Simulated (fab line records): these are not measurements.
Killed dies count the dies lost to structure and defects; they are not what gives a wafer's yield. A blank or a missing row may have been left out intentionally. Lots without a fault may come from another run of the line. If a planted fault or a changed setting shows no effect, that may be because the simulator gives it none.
Chamber matching + flow nand_harc + NHARC_P_M1_DEP_33 on pecvd-03 has 3 sister chambers
The step deposits SiCN, target thk 30 nm. 14 wafers are shown with their chamber, then 7 later ones without.

WAFERS, EACH WITH ITS CHAMBER
| wafer  | chamber | heater_power_w (W) |
|--------|---------|--------------------|
| L650.2 | 1       | 654                |
| L650.4 | 0       | 566                |
| L650.5 | 2       | 617                |
| L656.3 | 0       | 611                |
| L656.4 | 2       | 588                |
| L656.6 | 0       | 600                |
| L659.3 | 0       | 631                |
| L659.4 | 2       | 588                |
| L659.5 | 1       | 591                |
| L667.1 | 2       | 594                |
| L667.2 | 0       | 542                |
| L667.6 | 1       | 645                |
| L668.1 | 2       | 586                |
| L668.5 | 0       | 580                |

SIGNATURES (averages over the wafers above)
| reading        | chamber 0 | chamber 1 | chamber 2 | scatter within a chamber |
|----------------|-----------|-----------|-----------|--------------------------|
| heater_power_w | 588.33    | 630.00    | 594.60    | 27.3                     |
Rule: for each reading, subtract the chamber's mean from the wafer's reading, divide by that reading's scatter and square the result; add these up over the readings and take the root, which gives the wafer's distance from the chamber. The wafer belongs to the nearest chamber; if the next one is less than 2 further off, it can't be placed. How the scatter is found: for the shown wafers, subtract from each reading the mean of its chamber, square and add these, divide the total by (wafers less chambers), then take the root.

WAFERS MISSING THEIR CHAMBER
| wafer  | heater_power_w (W) |
|--------|--------------------|
| L668.6 | 579                |
| L669.1 | 610                |
| L669.4 | 649                |
| L669.5 | 606                |
| L671.1 | 642                |
| L671.2 | 519                |
| L671.4 | 617                |

EACH ONE'S CHAMBER
| wafer  | from the rows above          | in truth |
|--------|------------------------------|----------|
| L668.6 | can't be placed: 0 or 2 or 1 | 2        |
| L669.1 | can't be placed: 2 or 1 or 0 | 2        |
| L669.4 | can't be placed: 1 or 2 or 0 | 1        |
| L669.5 | can't be placed: 2 or 0 or 1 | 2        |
| L671.1 | can't be placed: 1 or 2 or 0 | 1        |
| L671.2 | can't be placed: 0 or 2 or 1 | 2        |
| L671.4 | can't be placed: 1 or 2 or 0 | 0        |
Correct placement for 0 of the 7. From these rows, 7 cannot be placed; in 7 the true chamber is one of the candidates. 0 placed wrongly.
